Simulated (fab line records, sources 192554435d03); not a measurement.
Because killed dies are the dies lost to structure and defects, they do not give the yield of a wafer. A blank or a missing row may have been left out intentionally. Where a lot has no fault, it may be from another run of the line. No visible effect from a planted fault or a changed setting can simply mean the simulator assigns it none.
Lot-split experiment / flow n5-finfet / route with 1938 steps; 7 lots, 39 wafers read

== SPLIT DETAILS ==
At N5_FIN_SAQP_PECVD_47 (deposits a-Si from SiH4/He, target thk 45 nm, time 36.3 s), the setting time-s was moved away from the recipe's 36.3 s on 12 of the 39 wafers read, by -38.2% to +25.8%. This setting was run at the recipe's value on the other wafers.

== FROM THE SPLIT TO THE READING: what the file shows between them, 4 steps ==
- N5_FIN_SAQP_PECVD_48: deposits SiNx from SiH4/NH3/N2, target thk 25 nm, time 22.1 s
- N5_FIN_SAQP_PECVD_06: deposits a-Si from SiH4/He, target thk 60 nm, time 48.1 s
- N5_FIN_SAQP_ETCH_57: etches SiNx in CH3F/O2, target depth 32.5 nm, time 46.4 s
- N5_FIN_SAQP_ETCH_65: etches SiO2 in CF4, target depth 4 nm, time 4.4 s

== THE READING ==
oes-product-au, in a.u., at N5_FIN_SAQP_MANDREL_ETCH_58 (etches a-Si in HBr/Cl2, stops on SiNx, target depth 45 nm, bt time 10 s, time 27 s). Fault-free wafers of this fab line usually give 0.697 a.u., standard deviation 0.011 a.u.

wafer=L074.1; tool, chamber at the split=pecvd-04, 1; time-s as run, s=45.04; against the recipe=+24.1%; oes-product-au, a.u.=0.793; against lot-mates on the recipe=+0.106
wafer=L074.2; tool, chamber at the split=pecvd-04, 2; time-s as run, s=36.3; against the recipe=recipe; oes-product-au, a.u.=0.687; against lot-mates on the recipe=-
wafer=L074.3; tool, chamber at the split=pecvd-04, 0; time-s as run, s=36.3; against the recipe=recipe; oes-product-au, a.u.=0.677; against lot-mates on the recipe=-
wafer=L074.4; tool, chamber at the split=pecvd-04, 1; time-s as run, s=36.3; against the recipe=recipe; oes-product-au, a.u.=0.697; against lot-mates on the recipe=-
wafer=L074.5; tool, chamber at the split=pecvd-04, 2; time-s as run, s=45.04; against the recipe=+24.1%; oes-product-au, a.u.=0.797; against lot-mates on the recipe=+0.110
wafer=L074.6; tool, chamber at the split=pecvd-04, 0; time-s as run, s=45.04; against the recipe=+24.1%; oes-product-au, a.u.=0.771; against lot-mates on the recipe=+0.084
wafer=L078.1; tool, chamber at the split=pecvd-03, 0; time-s as run, s=36.3; against the recipe=recipe; oes-product-au, a.u.=0.694; against lot-mates on the recipe=-
wafer=L078.2; tool, chamber at the split=pecvd-03, 1; time-s as run, s=22.44; against the recipe=-38.2%; oes-product-au, a.u.=0.525; against lot-mates on the recipe=-0.175
wafer=L078.3; tool, chamber at the split=pecvd-03, 2; time-s as run, s=36.3; against the recipe=recipe; oes-product-au, a.u.=0.699; against lot-mates on the recipe=-
wafer=L078.4; tool, chamber at the split=pecvd-03, 1; time-s as run, s=22.44; against the recipe=-38.2%; oes-product-au, a.u.=0.554; against lot-mates on the recipe=-0.146
wafer=L078.5; tool, chamber at the split=pecvd-03, 0; time-s as run, s=36.3; against the recipe=recipe; oes-product-au, a.u.=0.708; against lot-mates on the recipe=-
wafer=L078.6; tool, chamber at the split=pecvd-03, 2; time-s as run, s=22.44; against the recipe=-38.2%; oes-product-au, a.u.=0.561; against lot-mates on the recipe=-0.139
wafer=L080.1; tool, chamber at the split=pecvd-03, 2; time-s as run, s=36.3; against the recipe=recipe; oes-product-au, a.u.=0.684; against lot-mates on the recipe=-
wafer=L080.2; tool, chamber at the split=pecvd-03, 0; time-s as run, s=36.3; against the recipe=recipe; oes-product-au, a.u.=0.702; against lot-mates on the recipe=-
wafer=L080.3; tool, chamber at the split=pecvd-03, 1; time-s as run, s=36.3; against the recipe=recipe; oes-product-au, a.u.=0.704; against lot-mates on the recipe=-
wafer=L080.4; tool, chamber at the split=pecvd-03, 0; time-s as run, s=36.3; against the recipe=recipe; oes-product-au, a.u.=0.702; against lot-mates on the recipe=-
wafer=L080.5; tool, chamber at the split=pecvd-03, 2; time-s as run, s=36.3; against the recipe=recipe; oes-product-au, a.u.=0.697; against lot-mates on the recipe=-
wafer=L080.6; tool, chamber at the split=pecvd-03, 1; time-s as run, s=36.3; against the recipe=recipe; oes-product-au, a.u.=0.696; against lot-mates on the recipe=-
wafer=L088.1; tool, chamber at the split=pecvd-03, 2; time-s as run, s=36.3; against the recipe=recipe; oes-product-au, a.u.=0.706; against lot-mates on the recipe=-
wafer=L088.3; tool, chamber at the split=pecvd-03, 1; time-s as run, s=36.3; against the recipe=recipe; oes-product-au, a.u.=0.685; against lot-mates on the recipe=-
wafer=L088.5; tool, chamber at the split=pecvd-03, 0; time-s as run, s=36.3; against the recipe=recipe; oes-product-au, a.u.=0.705; against lot-mates on the recipe=-
wafer=L089.1; tool, chamber at the split=pecvd-01, 2,1; time-s as run, s=24.52; against the recipe=-32.5%; oes-product-au, a.u.=0.574; against lot-mates on the recipe=-0.122
wafer=L089.2; tool, chamber at the split=pecvd-01, 0; time-s as run, s=36.3; against the recipe=recipe; oes-product-au, a.u.=0.698; against lot-mates on the recipe=-
wafer=L089.3; tool, chamber at the split=pecvd-01, 2,1; time-s as run, s=24.52; against the recipe=-32.5%; oes-product-au, a.u.=0.564; against lot-mates on the recipe=-0.132
wafer=L089.4; tool, chamber at the split=pecvd-01, 1; time-s as run, s=36.3; against the recipe=recipe; oes-product-au, a.u.=0.695; against lot-mates on the recipe=-
wafer=L089.5; tool, chamber at the split=pecvd-01, 0; time-s as run, s=36.3; against the recipe=recipe; oes-product-au, a.u.=0.696; against lot-mates on the recipe=-
wafer=L089.6; tool, chamber at the split=pecvd-01, 2; time-s as run, s=24.52; against the recipe=-32.5%; oes-product-au, a.u.=0.575; against lot-mates on the recipe=-0.121
wafer=L094.1; tool, chamber at the split=pecvd-03, 2; time-s as run, s=36.3; against the recipe=recipe; oes-product-au, a.u.=0.691; against lot-mates on the recipe=-
wafer=L094.2; tool, chamber at the split=pecvd-03, 1; time-s as run, s=36.3; against the recipe=recipe; oes-product-au, a.u.=0.690; against lot-mates on the recipe=-
wafer=L094.3; tool, chamber at the split=pecvd-03, 0; time-s as run, s=36.3; against the recipe=recipe; oes-product-au, a.u.=0.693; against lot-mates on the recipe=-
wafer=L094.4; tool, chamber at the split=pecvd-03, 1; time-s as run, s=36.3; against the recipe=recipe; oes-product-au, a.u.=0.681; against lot-mates on the recipe=-
wafer=L094.5; tool, chamber at the split=pecvd-03, 0; time-s as run, s=36.3; against the recipe=recipe; oes-product-au, a.u.=0.676; against lot-mates on the recipe=-
wafer=L094.6; tool, chamber at the split=pecvd-03, 2; time-s as run, s=36.3; against the recipe=recipe; oes-product-au, a.u.=0.692; against lot-mates on the recipe=-
wafer=L097.1; tool, chamber at the split=pecvd-04, 1; time-s as run, s=36.3; against the recipe=recipe; oes-product-au, a.u.=0.688; against lot-mates on the recipe=-
wafer=L097.2; tool, chamber at the split=pecvd-04, 2; time-s as run, s=36.3; against the recipe=recipe; oes-product-au, a.u.=0.702; against lot-mates on the recipe=-
wafer=L097.3; tool, chamber at the split=pecvd-04, 2; time-s as run, s=45.68; against the recipe=+25.8%; oes-product-au, a.u.=0.799; against lot-mates on the recipe=+0.101
wafer=L097.4; tool, chamber at the split=pecvd-04, 1; time-s as run, s=45.68; against the recipe=+25.8%; oes-product-au, a.u.=0.805; against lot-mates on the recipe=+0.107
wafer=L097.5; tool, chamber at the split=pecvd-04, 1; time-s as run, s=45.68; against the recipe=+25.8%; oes-product-au, a.u.=0.808; against lot-mates on the recipe=+0.110
wafer=L097.6; tool, chamber at the split=pecvd-04, 2; time-s as run, s=36.3; against the recipe=recipe; oes-product-au, a.u.=0.703; against lot-mates on the recipe=-
The file does not say which wafer passed through which chamber wherever a row lists several chambers: such a row stands for several wafers.

FIT RESULTS
A straight line over all 39 wafers: oes-product-au changes by +0.00392 a.u. for each +1% of time-s; r = +0.99; the points scatter about the line by 0.0097 a.u.
The same after taking each lot's own level away (the mean of its wafers on the recipe; 39 wafers): +0.00402 a.u. for each +1%; r = +0.99; scatter 0.0083 a.u.
The reading moves by 0.15 a.u. for the largest change in time-s, on that fit.
From 0.6870 to 0.7003 a.u.: that is the span of the lots' own levels, equal to 1.2 times the standard deviation above.
The two slopes agree, so the slope changes little with the lot-to-lot level.
Check: with one of the wafers moved furthest among these (-38.2%) left out of the fit, the line predicts -0.149 a.u. for it against its lot-mates. Against them it came out at -0.175 a.u.

== THE WHOLE CHAIN: every reading that the file lists as answering this split, in the file's order ==
step=N5_FIN_SAQP_PECVD_47; what it does=deposits a-Si from SiH4/He, target thk 45 nm, time 36.3 s; reading=a-Si_of_FIN_SAQP_PECVD_47.thk-nm (the simulator's own value, which no gauge read); change (the file's fit)=+0.466 nm for each +1% of the setting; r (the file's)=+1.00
step=N5_FIN_SAQP_MANDREL_ETCH_58; what it does=etches a-Si in HBr/Cl2, stops on SiNx, target depth 45 nm, bt time 10 s, time 27 s; reading=oes-product-au; change (the file's fit)=+0.00402 a.u. for each +1% of the setting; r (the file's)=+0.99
step=N5_FIN_SAQP_MANDREL_ETCH_58; what it does=etches a-Si in HBr/Cl2, stops on SiNx, target depth 45 nm, bt time 10 s, time 27 s; reading=etch.depth-nm (the simulator's own value, which no gauge read); change (the file's fit)=+0.466 nm for each +1% of the setting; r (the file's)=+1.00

== THE FILE'S OWN FIT ==
oes-product-au changes by +0.00402 a.u. for each +1% of time-s, r = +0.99.
